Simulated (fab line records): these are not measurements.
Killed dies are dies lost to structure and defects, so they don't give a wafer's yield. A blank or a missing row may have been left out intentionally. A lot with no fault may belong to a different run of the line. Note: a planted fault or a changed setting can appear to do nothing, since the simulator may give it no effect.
fab line records | flow nand-harc
[record] lots = 24 wafers = 72 last-day = 25
route steps=1159 shown P_M1@295 P_M2@328 P_BONDPAD@368
lots with no fault: from the same line, run without faults
start-h: start of the lot's first displayed wafer, in hours after the record's first day | wait-h: time in hours since the lot's previous step | " as in the row above | L1.1+2: several wafers, shown together as one row | - either no value or no given start | * or withheld: withheld | < > ~ a bound
route shown NAME@n: a module of which the file shows steps, and the number in the route of the first | usual: mean and standard deviation over wafers with no fault | same: alike in all rows | chamber/n: place in a boat | sites: per-site readings | _std_site: how widely they spread, as a standard deviation | _edge_site: the outer-site mean with the inner-site mean subtracted | radius-mm: for every site, how far away it sits from the centre of the wafer | mask NAME#n: copy n | behind: the most recent tool/chamber to have shaped the wafer | hold: cause of the lot's hold/its duration in hours/its outcome | device: the transistor (n, p or np) that didn't switch | end of line: the route-end tests of the same wafers | for a step that has no rows: nothing shown but its recipe | killed: at the first sort, the dies lost to defects and structure; wafer yield is something else | map: the dies of a wafer, with x for killed, . for not killed, _ for no die there
set.NAME: the run value of the setting; set.NAME@STEP: its run value at that earlier step | model.NAME: the simulator's own value behind a step, which no gauge read
the route's steps for a sample of lots (tables are steps, rows are wafers)
services: when a tool's chamber went out of use (start-h, in hours from the record's first day, below 0 if earlier), for how many hours, and the reason
[[steps]]
[step NHARC_P_M1_CD_MEAS_09]
[recipe] target-cd-nm = 130 landing-energy-ev = 500
[usual] cd-nm = 129.1/0.92
// columns lot.wafer tool chamber start-h wait-h cd-nm
L074.1 cd-sem-03 0 130.64 - 127.7
L074.2 " 0 " " 128.8
L074.3 " 0 " " 128.0
L075.2 cd-sem-01 0 131.33 - 129.8
L075.3 " 0 " " 129.6
L075.4 " 0 " " 129.7
L076.2 cd-sem-02 0 137.50 - 128.2
L076.5 " 0 " " 129.5
L076.6 " 0 " " 128.8
L077.1 cd-sem-02 0 138.90 - 130.2
L077.3 " 0 " " 128.8
L077.4 " 0 " " 129.2
L078.2 cd-sem-03 0 139.09 - 129.2
L078.5 " 0 " " 128.3
L078.6 " 0 " " 127.7
L079.1 cd-sem-03 0 153.30 - 127.7
L079.4 " 0 " " 128.9
L079.6 " 0 " " 128.0
L081.1 cd-sem-03 0 164.49 - 129.6
L081.2 " 0 " " 129.3
L081.5 " 0 " " 129.7
L080.1 cd-sem-02 0 165.22 - 128.6
L080.5 " 0 " " 130.7
L080.6 " 0 " " 128.9
L083.1 cd-sem-02 0 173.19 - 128.5
L083.2 " 0 " " 128.5
L083.5 " 0 " " 129.4
L082.1 cd-sem-01 0 176.51 - 128.5
L082.2 " 0 " " 128.1
L082.5 " 0 " " 128.5
L084.4 cd-sem-02 0 177.08 - 129.7
L084.5 " 0 " " 129.7
L084.6 " 0 " " 128.5
L086.1 cd-sem-02 0 198.02 - 128.6
L086.2 " 0 " " 128.9
L086.6 " 0 " " 129.8
L087.1 cd-sem-01 0 198.25 - 129.3
L087.3 " 0 " " 128.0
L087.5 " 0 " " 129.5
L085.1 cd-sem-01 0 198.81 - 127.9
L085.4 " 0 " " 129.1
L085.6 " 0 " " 128.4
L088.1 cd-sem-03 0 201.34 - 129.1
L088.4 " 0 " " 130.1
L088.5 " 0 " " 129.5
L090.1 cd-sem-01 0 215.98 - 127.5
L090.4 " 0 " " 127.9
L090.6 " 0 " " 128.6
L089.1 cd-sem-01 0 216.68 - 129.9
L089.3 " 0 " " 130.2
L089.6 " 0 " " 130.1
L091.1 cd-sem-01 0 223.43 - 129.7
L091.2 " 0 " " 130.9
L091.3 " 0 " " 129.9
L092.1 cd-sem-03 0 225.94 - 129.8
L092.2 " 0 " " 129.1
L092.6 " 0 " " 129.1
L093.1 cd-sem-01 0 235.09 - 130.6
L093.3 " 0 " " 131.0
L093.6 " 0 " " 130.8
L094.2 cd-sem-01 0 240.47 - 128.7
L094.4 " 0 " " 130.6
L094.5 " 0 " " 129.9
L095.3 cd-sem-01 0 240.99 - 127.4
L095.4 " 0 " " 130.3
L095.5 " 0 " " 128.5
L096.1 cd-sem-03 0 246.07 - 129.1
L096.2 " 0 " " 128.0
L096.6 " 0 " " 128.6
L097.3 cd-sem-03 0 257.23 - 129.9
L097.4 " 0 " " 128.4
L097.6 " 0 " " 130.8
[step NHARC_P_M1_CMP_23]
[recipe] t-overpolish-s = 20 target-thk-nm = 157.82
[usual] motor-current-A = 12.0/0.9 pad-life-wafers = 246/150 time-to-endpoint-s = 29/3.2
// columns lot.wafer tool chamber start-h wait-h motor-current-A pad-life-wafers time-to-endpoint-s
L074.2 cmp-01 3 133.02 - 11.2 264 25
L074.3 " 0 " " 11.0 265 35
L074.1 " 2 " " 11.5 267 25
L075.3 cmp-03 1 133.70 - 11.5 396 27
L075.4 " 3 " " 11.9 398 27
L075.2 " 0 " " 11.3 399 32
L076.2 cmp-03 2 140.35 - 11.2 429 33
L076.5 " 3 " " 12.0 - 31
L076.6 " 0 " " 11.6 - 31
L077.4 cmp-02 3 141.53 - 13.7 67 31
L077.1 " 0 " " 12.2 68 27
L077.3 " 1 " " 10.6 69 30
L078.2 cmp-01 0 141.91 - 10.3 327 32
L078.5 " 1 " " 11.8 - 27
L078.6 " 2 " " 12.3 - 21
L079.4 cmp-02 1 155.59 - 11.5 120 29
L079.1 " 0 " " 11.7 123 26
L079.6 " 1 " " 11.6 - 29
L081.1 cmp-02 2 166.89 - 12.7 206 22
L081.2 " 3 " " 14.4 207 25
L081.5 " 0 " " 12.9 - 23
L080.1 cmp-03 1 167.70 - 11.0 9 28
L080.6 " 2 " " 11.9 - 33
L080.5 " 3 " " 12.5 - 29
L083.1 cmp-03 3 175.62 - 12.1 54 29
L083.2 " 0 " " 11.9 55 31
L083.5 " 0 " " 11.2 - 27
L082.2 cmp-02 0 178.86 - 11.9 284 24
L082.1 " 1 " " 11.6 285 27
L082.5 " 2 " " 12.3 - 24
L084.4 cmp-03 3 179.44 - 12.1 69 31
L084.6 " 0 " " 10.2 - 30
L084.5 " 1 " " 11.9 - 31
L086.2 cmp-03 0 200.35 - 10.9 180 29
L086.1 " 1 " " 11.8 181 26
L086.6 " 1 " " 11.5 - 31
L087.1 cmp-02 2 200.56 - 12.3 396 23
L087.3 " 3 " " 14.0 397 28
L087.5 " 3 " " 13.6 - 27
L085.1 cmp-01 0 201.12 - 10.8 120 35
L085.4 " 2 " " 12.2 122 28
L085.6 " 1 " " 12.2 - 33
L088.4 cmp-02 0 203.69 - 12.4 416 27
L088.1 " 1 " " 11.0 417 28
L088.5 " 3 " " 13.7 - 26
L090.1 cmp-02 0 218.39 - 12.2 493 27
L090.4 " 2 " " 12.2 495 24
L090.6 " 0 " " 12.2 - 26
L089.3 cmp-01 1 219.02 - 12.3 228 32
L089.1 " 0 " " 10.7 231 34
L089.6 " 1 " " 12.0 - 34
L091.2 cmp-03 3 225.75 - 11.9 330 30
L091.3 " 0 " " 11.5 331 29
L091.1 " 1 " " 10.6 332 29
L092.1 cmp-01 2 228.28 - 11.9 282 24
L092.2 " 3 " " 11.3 283 24
L092.6 " 3 " " 11.1 - 23
L093.1 cmp-02 3 237.45 - 13.4 50 33
L093.3 " 0 " " 12.6 51 32
L093.6 " 2 " " 12.7 - 29
L094.4 cmp-03 3 242.75 - 11.9 432 30
L094.2 " 2 " " 11.3 435 32
L094.5 " 0 " " 11.2 - 31
L095.3 cmp-02 3 243.32 - 14.1 79 29
L095.4 " 1 " " 11.0 81 30
L095.5 " 2 " " 12.5 - 24
L096.2 cmp-03 1 248.40 - 11.7 474 28
L096.1 " 0 " " 11.5 477 27
L096.6 " 2 " " 11.8 - 29
L097.4 cmp-02 1 259.57 - 11.9 174 34
L097.3 " 2 " " 12.7 175 28
L097.6 " 2 " " 12.6 - 29
[step NHARC_P_M1_PRE_CLEAN_32]
[recipe] time-s = 12 temp-c = 370 rf-power-w = 300 gas = NH3
[usual] heater-power-w = 596/82 rf-fwd-power-W = 292.5/0.85
// columns lot.wafer tool chamber start-h wait-h heater-power-w rf-fwd-power-W
L074.3 pecvd-04 0 133.56 0.1 510 292.2
L074.1 " 1 " " 497 293.1
L074.2 " 2 " " 600 291.9
L075.3 pecvd-02 1 134.23 0.1 548 292.9
L075.2 " 2 " " 558 292.6
L075.4 " 1 " " 547 291.7
L076.2 pecvd-04 1 140.80 0.1 448 292.2
L076.6 " 1 " " 456 292.5
L076.5 " 0 " " 580 293.5
L077.1 pecvd-02 0 142.06 0.1 738 291.9
L077.3 " 2 " " 532 293.1
L077.4 " 2 " " 499 293.0
L078.2 pecvd-04 2 142.55 0.2 620 292.5
L078.5 " 1 " " 496 292.6
L078.6 " 2 " " 606 289.9
L079.1 pecvd-04 0 156.15 0.1 490 293.4
L079.4 " 2 " " 662 292.7
L079.6 " 1 " " 516 293.0
L081.1 pecvd-02 1 167.39 0.1 534 291.9
L081.2 " 0 " " 699 292.2
L081.5 " 0 " " 729 291.1
L080.1 pecvd-04 0 168.16 0.1 571 292.6
L080.5 " 2 " " 656 291.7
L080.6 " 1 " " 506 292.3
L083.1 pecvd-03 0 176.17 0.1 568 291.8
L083.2 " 1 " " 640 292.6
L083.5 " 0 " " 571 292.3
L082.1 pecvd-02 0 179.36 0.1 702 290.3
L082.2 " 1 " " 525 293.5
L082.5 " 2 " " 571 293.1
L084.6 pecvd-03 2 179.93 0.1 681 291.4
L084.4 " 0 " " 609 291.8
L084.5 " 1 " " 707 293.4
L086.2 pecvd-02 2 201.08 0.3 519 291.9
L086.1 " 0 " " 737 293.7
L086.6 " 2 " " 535 293.5
L087.1 pecvd-03 2 201.12 0.1 703 292.0
L087.3 " 1 " " 631 295.0
L087.5 " 2 " " 680 292.3
L085.1 pecvd-02 0 201.95 0.3 618 292.0
L085.6 " 1 " " 524 291.4
L085.4 " 2 " " 527 293.1
L088.1 pecvd-02 2 204.18 0.1 590 292.9
L088.4 " 1 " " 565 292.3
L088.5 " 2 " " 581 292.3
L090.1 pecvd-02 1 218.90 0.1 514 293.4
L090.4 " 2 " " 609 292.6
L090.6 " 0 " " 684 292.7
L089.3 pecvd-02 1 219.57 0.1 523 291.3
L089.1 " 2 " " 570 292.9
L089.6 " 0 " " 733 291.0
L091.2 pecvd-02 0 226.29 0.1 742 293.7
L091.1 " 1 " " 459 291.7
L091.3 " 2 " " 566 292.0
L092.1 pecvd-02 0 228.81 0.1 675 293.9
L092.2 " 2 " " 626 292.1
L092.6 " 1 " " 560 293.3
L093.3 pecvd-02 2 237.93 0.1 560 291.4
L093.1 " 0 " " 737 292.2
L093.6 " 1 " " 471 291.5
L094.2 pecvd-02 0 243.32 0.1 716 292.2
L094.5 " 2 " " 499 291.4
L094.4 " 0 " " 736 293.8
L095.3 pecvd-03 1 243.83 0.1 690 293.1
L095.5 " 2 " " 701 292.4
L095.4 " 0 " " 626 291.7
L096.2 pecvd-02 2 248.99 0.1 577 292.0
L096.1 " 0 " " 626 293.0
L096.6 " 1 " " 521 293.6
L097.3 pecvd-02 1 260.11 0.1 486 291.6
L097.4 " 2 " " 606 291.8
L097.6 " 0 " " 618 291.9
[step NHARC_P_M2_CD_MEAS_09]
[recipe] target-cd-nm = 170 landing-energy-ev = 500
[usual] cd-nm = 170.6/0.65
// columns lot.wafer tool chamber start-h wait-h cd-nm
L074.1 cd-sem-01 0 134.88 - 171.3
L074.2 " 0 " " 171.1
L074.3 " 0 " " 170.0
L075.2 cd-sem-02 0 135.44 - 169.9
L075.3 " 0 " " 170.2
L075.4 " 0 " " 170.6
L076.2 cd-sem-01 0 142.15 - 169.5
L076.5 " 0 " " 169.8
L076.6 " 0 " " 170.4
L077.1 cd-sem-03 0 143.30 - 170.8
L077.3 " 0 " " 171.0
L077.4 " 0 " " 169.6
L078.2 cd-sem-01 0 143.74 - 169.6
L078.5 " 0 " " 170.0
L078.6 " 0 " " 170.7
L079.1 cd-sem-03 0 157.46 - 170.8
L079.4 " 0 " " 171.6
L079.6 " 0 " " 170.8
L081.1 cd-sem-01 0 168.69 - 169.9
L081.2 " 0 " " 170.7
L081.5 " 0 " " 170.1
L080.1 cd-sem-01 0 169.46 - 171.4
L080.5 " 0 " " 170.6
L080.6 " 0 " " 170.7
L083.1 cd-sem-03 0 177.51 - 171.2
L083.2 " 0 " " 170.8
L083.5 " 0 " " 171.3
L082.1 cd-sem-03 0 180.66 - 170.3
L082.2 " 0 " " 169.2
L082.5 " 0 " " 170.5
L084.4 cd-sem-03 0 181.23 - 169.2
L084.5 " 0 " " 171.2
L084.6 " 0 " " 171.2
L086.1 cd-sem-01 0 202.39 - 171.9
L086.2 " 0 " " 170.9
L086.6 " 0 " " 171.1
L087.1 cd-sem-01 0 202.55 - 171.1
L087.3 " 0 " " 171.3
L087.5 " 0 " " 171.7
L085.1 cd-sem-02 0 203.28 - 171.3
L085.4 " 0 " " 172.0
L085.6 " 0 " " 170.8
L088.1 cd-sem-01 0 205.51 - 170.6
L088.4 " 0 " " 170.6
L088.5 " 0 " " 169.4
L090.1 cd-sem-01 0 220.10 - 170.3
L090.4 " 0 " " 169.8
L090.6 " 0 " " 169.7
L089.1 cd-sem-02 0 220.76 - 170.2
L089.3 " 0 " " 169.8
L089.6 " 0 " " 170.3
L091.1 cd-sem-02 0 227.58 - 170.5
L091.2 " 0 " " 171.0
L091.3 " 0 " " 170.2
L092.1 cd-sem-03 0 230.02 - 171.1
L092.2 " 0 " " 170.8
L092.6 " 0 " " 171.7
L093.1 cd-sem-03 0 239.26 - 171.1
L093.3 " 0 " " 170.7
L093.6 " 0 " " 171.7
L094.2 cd-sem-03 0 244.50 - 170.6
L094.4 " 0 " " 171.2
L094.5 " 0 " " 170.1
L095.3 cd-sem-02 0 245.16 - 171.0
L095.4 " 0 " " 170.5
L095.5 " 0 " " 170.8
L096.1 cd-sem-02 0 250.49 - 170.9
L096.2 " 0 " " 168.6
L096.6 " 0 " " 170.6
L097.3 cd-sem-01 0 261.48 - 170.5
L097.4 " 0 " " 169.8
L097.6 " 0 " " 171.0
[step NHARC_P_M2_INSPECT_27]
[usual] raw-defect-count = 336/110
// columns lot.wafer tool chamber start-h wait-h raw-defect-count
L074.1 defect-inspect-02 - 137.87 0.0 360
L074.2 " - " " 431
L074.3 " - " " 232
L075.2 defect-inspect-02 - 138.24 0.0 254
L075.3 " - " " 261
L075.4 " - " " 575
L076.2 defect-inspect-02 - 144.97 0.0 185
L076.5 " - " " 263
L076.6 " - " " 420
L077.1 defect-inspect-01 - 146.12 0.0 368
L077.3 " - " " 434
L077.4 " - " " 257
L078.2 defect-inspect-01 - 146.76 0.0 234
L078.5 " - " " 312
L078.6 " - " " 408
L079.1 defect-inspect-01 - 160.26 0.0 485
L079.4 " - " " 172
L079.6 " - " " 312
L081.1 defect-inspect-02 - 171.52 0.0 331
L081.2 " - " " 317
L081.5 " - " " 263
L080.1 defect-inspect-01 - 172.23 0.0 160
L080.5 " - " " 233
L080.6 " - " " 261
L083.1 defect-inspect-02 - 180.28 0.0 604
L083.2 " - " " 287
L083.5 " - " " 595
L082.1 defect-inspect-02 - 183.47 0.0 337
L082.2 " - " " 259
L082.5 " - " " 526
L084.4 defect-inspect-02 - 184.04 0.0 399
L084.5 " - " " 177
L084.6 " - " " 231
L086.1 defect-inspect-01 - 205.41 0.0 331
L086.2 " - " " 283
L086.6 " - " " 309
L087.1 defect-inspect-01 - 205.77 0.0 397
L087.3 " - " " 242
L087.5 " - " " 466
L085.1 defect-inspect-02 - 206.18 0.0 304
L085.4 " - " " 447
L085.6 " - " " 613
L088.1 defect-inspect-01 - 208.27 0.0 307
L088.4 " - " " 401
L088.5 " - " " 254
L090.1 defect-inspect-01 - 222.85 0.0 321
L090.4 " - " " 292
L090.6 " - " " 385
L089.1 defect-inspect-02 - 223.53 0.0 675
L089.3 " - " " 613
L089.6 " - " " 497
L091.1 defect-inspect-02 - 230.34 0.0 193
L091.2 " - " " 212
L091.3 " - " " 178
L092.1 defect-inspect-02 - 232.79 0.0 262
L092.2 " - " " 231
L092.6 " - " " 261
L093.1 defect-inspect-01 - 242.05 0.0 462
L093.3 " - " " 414
L093.6 " - " " 255
L094.2 defect-inspect-02 - 247.37 0.0 535
L094.4 " - " " 201
L094.5 " - " " 462
L095.3 defect-inspect-02 - 248.42 0.0 398
L095.4 " - " " 487
L095.5 " - " " 273
L096.1 defect-inspect-02 - 253.30 0.0 229
L096.2 " - " " 311
L096.6 " - " " 452
L097.3 defect-inspect-02 - 264.22 0.0 231
L097.4 " - " " 274
L097.6 " - " " 207
[step NHARC_P_BONDPAD_ETCH_37]
[recipe] target-depth-a = 600 overetch-a = 180 time-s = 65.91 ion-energy-ev = 200 n2-flow-sccm = 150 h2-flow-sccm = 150 ar-flow-sccm = 0 rf-w = 400 bias-w = 150 chemistry = N2/H2
[usual] drypump-motor-current-A = 5.8/0.34 oes-product-au = 0.997/0.012 rf-fwd-power-W = 395.8/1.5 rf-vpp-V = 430.0/1.6 showerhead-plenum-p-Torr = 2.02/0.054 throttle-valve-pct = 14.171/0.01
// columns lot.wafer tool chamber start-h wait-h drypump-motor-current-A oes-product-au rf-fwd-power-W rf-hours-counter-h rf-vpp-V showerhead-plenum-p-Torr throttle-valve-pct
L074.2 rie-diel-03 3 139.80 0.1 6.0 0.995 396.5 9 431.5 2.06 14.183
L074.3 " 0 " " 5.3 0.969 393.2 9 429.4 1.98 14.184
L074.1 " 2 " " 5.9 1.002 395.4 8 431.8 2.08 14.175
L075.2 rie-diel-03 1 140.34 0.1 6.0 1.019 397.2 9 427.9 1.97 14.171
L075.3 " 3 " " 6.1 1.016 398.0 9 431.1 2.06 14.172
L075.4 " 0 " " 5.4 0.986 394.4 9 429.2 1.98 14.170
L076.2 rie-diel-03 2 147.07 0.1 5.9 1.008 395.2 9 432.0 2.08 14.186
L076.6 " 2 " " 5.9 0.990 394.5 - 431.8 2.08 14.167
L076.5 " 3 " " 6.1 1.006 395.3 - 430.9 2.06 14.184
L077.1 rie-diel-03 2 148.40 0.1 5.9 1.002 395.6 9 431.0 2.08 14.162
L077.4 " 0 " " 5.4 0.978 395.2 10 430.5 1.98 14.166
L077.3 " 1 " " 6.0 1.003 395.4 10 428.2 1.97 14.164
L078.2 rie-diel-01 3 149.35 0.6 5.5 1.001 396.7 0 427.1 1.93 14.187
L078.5 " 0 " " 6.7 0.983 392.1 - 429.7 2.00 14.168
L078.6 " 1 " " 5.7 0.996 397.5 - 432.4 2.12 14.165
L079.1 rie-diel-03 1 162.37 0.1 6.0 0.995 396.0 11 428.1 1.97 14.174
L079.6 " 0 " " 5.4 0.982 393.7 - 429.7 1.98 14.187
L079.4 " 1 " " 6.0 1.002 396.7 - 429.6 1.97 14.172
L081.1 rie-diel-03 3 173.48 0.1 6.1 1.009 398.0 11 431.0 2.05 14.158
L081.2 " 0 " " 5.4 0.987 394.9 11 428.8 1.98 14.163
L081.5 " 2 " " 5.9 0.993 394.6 - 431.9 2.08 14.189
L080.1 rie-diel-03 1 174.31 0.1 6.0 0.998 397.4 11 428.6 1.97 14.175
L080.5 " 1 " " 6.0 1.004 397.3 - 427.4 1.97 14.173
L080.6 " 2 " " 5.9 0.995 396.8 - 431.3 2.08 14.178
L083.1 rie-diel-03 2 182.37 0.1 5.9 0.994 392.5 10 431.0 2.08 14.186
L083.2 " 3 " " 6.0 0.997 396.7 12 431.0 2.05 14.165
L083.5 " 1 " " 6.0 0.994 396.6 - 428.6 1.97 14.169
L082.2 rie-diel-08 1 185.42 0.1 5.0 1.005 393.7 21 429.0 1.99 14.182
L082.1 " 0 " " 6.1 0.973 397.5 23 427.2 1.93 14.178
L082.5 " 1 " " 5.0 1.000 393.8 - 428.9 1.99 14.163
L084.4 rie-diel-01 1 186.23 0.1 5.7 1.010 397.3 16 430.9 2.11 14.180
L084.5 " 3 " " 5.5 0.990 394.8 - 428.1 1.93 14.179
L084.6 " 0 " " 6.6 0.983 393.9 - 430.8 2.00 14.169
L086.2 rie-diel-03 2 207.54 0.1 5.9 1.001 395.0 13 431.4 2.07 14.167
L086.1 " 3 " " 6.1 1.001 396.0 14 429.6 2.05 14.186
L086.6 " 0 " " 5.4 0.969 395.1 - 428.2 1.98 14.166
L087.1 rie-diel-01 0 207.83 0.1 6.6 0.982 394.4 25 428.7 2.00 14.164
L087.3 " 2 " " 5.9 0.992 396.9 24 429.2 2.02 14.170
L087.5 " 0 " " 6.6 0.984 392.9 - 431.5 2.00 14.173
L085.1 rie-diel-03 1 208.23 0.1 6.0 0.992 396.3 15 427.8 1.97 14.167
L085.4 " 2 " " 5.9 0.992 394.9 14 430.9 2.07 14.155
L085.6 " 1 " " 6.0 0.997 396.9 - 429.2 1.97 14.178
L088.1 rie-diel-08 2 210.27 0.1 5.9 1.004 396.9 28 432.5 2.11 14.166
L088.4 " 0 " " 6.1 0.987 396.0 32 428.9 1.93 14.172
L088.5 " 2 " " 5.9 1.004 398.3 - 432.3 2.12 14.160
L090.4 rie-diel-03 0 224.94 0.1 5.4 0.993 395.6 0 429.4 1.98 14.177
L090.1 " 1 " " 6.0 0.988 396.8 0 428.3 1.97 14.165
L090.6 " 0 " " 5.4 0.995 394.0 - 428.3 1.98 14.168
L089.3 rie-diel-03 1 225.65 0.1 6.0 0.991 398.2 0 428.6 1.97 14.176
L089.1 " 3 " " 6.1 1.000 395.1 0 430.4 2.05 14.173
L089.6 " 2 " " 5.9 0.998 395.1 - 431.1 2.07 14.175
L091.1 rie-diel-08 0 232.43 0.1 6.1 0.979 395.1 37 427.8 1.93 14.162
L091.3 " 1 " " 5.0 1.011 394.0 35 432.0 1.99 14.186
L091.2 " 2 " " 5.9 1.002 396.2 35 432.5 2.11 14.170
L092.1 rie-diel-03 2 234.89 0.1 5.9 1.004 396.6 1 431.8 2.07 14.160
L092.2 " 3 " " 6.1 1.015 396.2 1 430.8 2.05 14.174
L092.6 " 0 " " 5.4 0.998 395.7 - 429.8 1.98 14.162
L093.3 rie-diel-03 3 244.13 0.1 6.1 1.016 398.6 1 431.4 2.05 14.198
L093.1 " 0 " " 5.4 0.988 395.0 1 429.6 1.98 14.175
L093.6 " 1 " " 6.0 1.004 398.0 - 428.0 1.97 14.181
L094.4 rie-diel-03 1 249.54 0.2 6.0 0.994 394.9 2 427.9 1.97 14.159
L094.2 " 2 " " 5.9 1.012 397.4 2 431.5 2.07 14.179
L094.5 " 2 " " 5.9 1.015 395.8 - 431.6 2.07 14.157
L095.4 rie-diel-01 2 250.82 0.1 5.9 0.999 396.4 37 429.4 2.01 14.173
L095.3 " 3 " " 5.5 0.985 393.9 35 427.7 1.92 14.185
L095.5 " 1 " " 5.7 1.005 395.8 - 432.5 2.10 14.164
L096.2 rie-diel-03 1 255.44 0.1 6.0 1.005 395.3 2 428.7 1.97 14.168
L096.1 " 3 " " 6.1 1.017 396.3 2 431.4 2.05 14.168
L096.6 " 1 " " 6.0 1.004 396.6 - 428.3 1.97 14.173
L097.4 rie-diel-03 0 266.32 0.1 5.4 0.990 395.1 3 428.4 1.98 14.194
L097.3 " 1 " " 6.0 1.004 395.7 3 428.8 1.97 14.172
L097.6 " 2 " " 5.9 1.006 397.6 - 431.7 2.07 14.151
[[services]]
// columns tool chamber start-h hours kind
rie-diel-01 2 109.13 8.1 repair
pecvd-03 - 111.00 13.0 pm
rie-diel-03 2 127.68 7.1 repair
cmp-02 - 128.50 4.0 pm
rie-diel-01 - 137.95 9.0 pm
cmp-02 - 146.67 3.4 repair
pecvd-02 - 153.12 13.0 pm
rie-diel-03 2 155.35 11.9 repair
cmp-03 - 162.86 4.0 pm
cmp-01 - 165.91 3.8 repair
cmp-01 - 179.50 4.0 pm
cmp-01 - 188.82 0.6 repair
cmp-02 - 194.50 3.3 repair
pecvd-04 - 195.00 13.0 pm
rie-diel-03 3 198.12 6.9 repair
rie-diel-01 3 200.12 7.1 repair
rie-diel-01 - 206.29 0.6 repair
cmp-03 - 208.71 1.1 repair
cmp-02 - 212.70 0.6 repair
rie-diel-03 - 215.31 9.0 pm
cmp-02 - 226.50 4.0 pm
pecvd-04 - 240.46 0.5 repair
cmp-02 - 247.99 0.8 repair
cmp-03 - 260.86 4.0 pm
[[key]]
fault none
